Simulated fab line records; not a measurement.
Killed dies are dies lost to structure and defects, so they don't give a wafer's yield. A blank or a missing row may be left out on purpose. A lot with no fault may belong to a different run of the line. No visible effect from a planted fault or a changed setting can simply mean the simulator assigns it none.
Matching of chambers :: flow nand harc :: cmp-01 running NHARC_A_STAIRCASE_CMP_450: 4 sister chambers
The step polishes SiO2, target thk 200 nm. 8 wafers are shown with their chamber, then 9 later ones without.

EACH WAFER AND ITS CHAMBER
wafer: L081.1
chamber: 1
motor current A (A): 12.7

wafer: L082.4
chamber: 1
motor current A (A): 12.6

wafer: L083.1
chamber: 2
motor current A (A): 12.7

wafer: L083.4
chamber: 3
motor current A (A): 9.8

wafer: L083.6
chamber: 0
motor current A (A): 12.4

wafer: L086.3
chamber: 0
motor current A (A): 12.9

wafer: L086.4
chamber: 3
motor current A (A): 10.6

wafer: L086.6
chamber: 2
motor current A (A): 12.9

WAFERS WHOSE CHAMBER IS MISSING
wafer: L088.2
motor current A (A): 11.2

wafer: L088.5
motor current A (A): 10.6

wafer: L088.6
motor current A (A): 12.9

wafer: L091.2
motor current A (A): 12.6

wafer: L091.3
motor current A (A): 12.6

wafer: L091.5
motor current A (A): 12.5

wafer: L096.2
motor current A (A): 12.7

wafer: L096.5
motor current A (A): 13.0

wafer: L096.6
motor current A (A): 10.8

THE CHAMBER EACH PASSED THROUGH
wafer: L088.2
from the rows above: can't be placed: 3 or 1 or 0 or 2
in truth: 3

wafer: L088.5
from the rows above: 3
in truth: 3

wafer: L088.6
from the rows above: can't be placed: 2 or 0 or 1
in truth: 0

wafer: L091.2
from the rows above: can't be placed: 1 or 0 or 2
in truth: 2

wafer: L091.3
from the rows above: can't be placed: 1 or 0 or 2
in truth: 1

wafer: L091.5
from the rows above: can't be placed: 1 or 0 or 2
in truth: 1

wafer: L096.2
from the rows above: can't be placed: 0 or 1 or 2
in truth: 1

wafer: L096.5
from the rows above: can't be placed: 2 or 0 or 1
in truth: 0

wafer: L096.6
from the rows above: 3
in truth: 3
Correctly placed: 2 of 9. From these rows, 7 cannot be placed; in 7 the true chamber is one of the candidates. 0 placed wrongly.
How it was worked out, from the rows above alone: a wafer's distance from a chamber is the root of the sum, over the readings, of the square of ((its reading less the chamber's mean) divided by the reading's scatter). If the next closest chamber is less than 2 further off than the closest, the wafer can't be placed; otherwise it belongs to the closest. A chamber's mean is the mean of its shown wafers. The scatter: the root of (the sum of the squares of (reading less its chamber's mean) over the shown wafers, divided by (wafers less chambers)).
